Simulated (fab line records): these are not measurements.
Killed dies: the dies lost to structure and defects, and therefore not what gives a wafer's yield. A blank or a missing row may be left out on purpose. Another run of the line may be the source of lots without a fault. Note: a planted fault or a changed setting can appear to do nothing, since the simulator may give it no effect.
Split-lot study    flow n5-finfet    route with 1938 steps; 7 lots, 21 wafers read

== THE SPLIT ITSELF ==
At N5_BEOL_M14_ILD_DEP_00 (deposits SiO2 from TEOS/O2, target thk 1119.3 nm, time 237.4 s), the setting time-s was moved away from the recipe's 237.4 s on 8 of the 21 wafers read, by -12.1% to +7.4%. All remaining wafers had this setting at the recipe value.

No step appears in the file between the split and the reading.

== THE READING ==
M14_ILD_THK in nanometres, read at N5_BEOL_M14_THK_MEAS_01. On this fab line, fault-free wafers typically give 1119 nm with a standard deviation of 15 nm.

wafer   tool, chamber at the split  time-s as run, s  against the recipe  M14_ILD_THK, nm  against lot-mates on the recipe
L080.1  pecvd-03, 0                 255               +7.4%               1213             no lot-mate on the recipe
L080.2  pecvd-03, 2                 255               +7.4%               1168             no lot-mate on the recipe
L080.4  pecvd-03, 0                 255               +7.4%               1229             no lot-mate on the recipe
L089.1  pecvd-02, 2                 225.2             -5.1%               1049             -74
L089.3  pecvd-02, 0                 237.4             recipe              1123             -
L089.4  pecvd-02, 2                 225.2             -5.1%               1058             -65
L087.1  pecvd-01, 1                 237.4             recipe              1116             -
L087.5  pecvd-01, 1                 237.4             recipe              1132             -
L087.6  pecvd-01, 2                 237.4             recipe              1104             -
L093.1  pecvd-01, 1                 237.4             recipe              1114             -
L093.2  pecvd-01, 0                 237.4             recipe              1102             -
L093.5  pecvd-01, 1                 208.6             -12.1%              982              -126
L091.1  pecvd-02, 0                 237.4             recipe              1117             -
L091.3  pecvd-02, 1                 237.4             recipe              1120             -
L091.5  pecvd-02, 1                 237.4             recipe              1145             -
L092.3  pecvd-02, 2                 237.4             recipe              1128             -
L092.4  pecvd-02, 0                 237.4             recipe              1146             -
L092.5  pecvd-02, 2                 237.4             recipe              1125             -
L095.2  pecvd-03, 0                 222.5             -6.3%               1045             -92
L095.3  pecvd-03, 1                 222.5             -6.3%               1060             -77
L095.6  pecvd-03, 1                 237.4             recipe              1137             -

FIT RESULTS
A straight line over all 21 wafers: M14_ILD_THK changes by +11.5 nm for each +1% of time-s; r = +0.96; the points scatter about the line by 16 nm.
The same after taking each lot's own level away (the mean of its wafers on the recipe; 18 wafers): +11.7 nm for each +1%; r = +0.97; scatter 11 nm.
That fit puts the effect of the largest move of time-s on the reading at 1.4e+02 nm.
The lots' own levels span 1108.0 to 1137.0 nm, that is 1.9 times the standard deviation above.
Hence the lot-to-lot level has little effect on the slope; both slopes agree.
Check: with one of the wafers moved furthest among these (-12.1%) left out of the fit, the line predicts -164 nm for it against its lot-mates. It came out at -126 nm against them.

== THE OTHER SPLITS THESE WAFERS WENT THROUGH ==
Note: prior to the reading, these wafers also went through further splits. Each is held against what the fit with the lots' levels taken away leaves over:
other split on the same wafers     wafers away from the commonest value  r with M14_ILD_THK (lot level and that fit taken away)
N5_BEOL_M13_TRENCH_ETCH_34 time-s  7                                     +0.21
N5_BEOL_M13_SPUTTER_43 power-w     4                                     +0.27

== THE WHOLE CHAIN: every reading that the file lists as answering this split, in the file's order ==
step                     what it does                                                    reading                                                                              change (the file's fit)               r (the file's)
N5_BEOL_M14_ILD_DEP_00   deposits SiO2 from TEOS/O2, target thk 1119.3 nm, time 237.4 s  SiO2_of_BEOL_M14_ILD_DEP_00.thk-nm (the simulator's own value, which no gauge read)  +11.4 nm for each +1% of the setting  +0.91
N5_BEOL_M14_THK_MEAS_01                                                                  M14_ILD_THK                                                                          +11.3 for each +1% of the setting     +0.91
N5_BEOL_M14_VIA_ETCH_16  etches SiO2 in C4F8/O2/Ar, target depth 1231.3 nm               etch.depth-nm (the simulator's own value, which no gauge read)                       +11.4 nm for each +1% of the setting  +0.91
N5_BEOL_M14_VIA_ETCH_16  etches SiO2 in C4F8/O2/Ar, target depth 1231.3 nm               coat_of_BEOL_M14_COAT_04.thk-nm (the simulator's own value, which no gauge read)     -2.71 nm for each +1% of the setting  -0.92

== THE FILE'S OWN FIT ==
M14_ILD_THK changes by +11.3 nm for each +1% of time-s, r = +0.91.
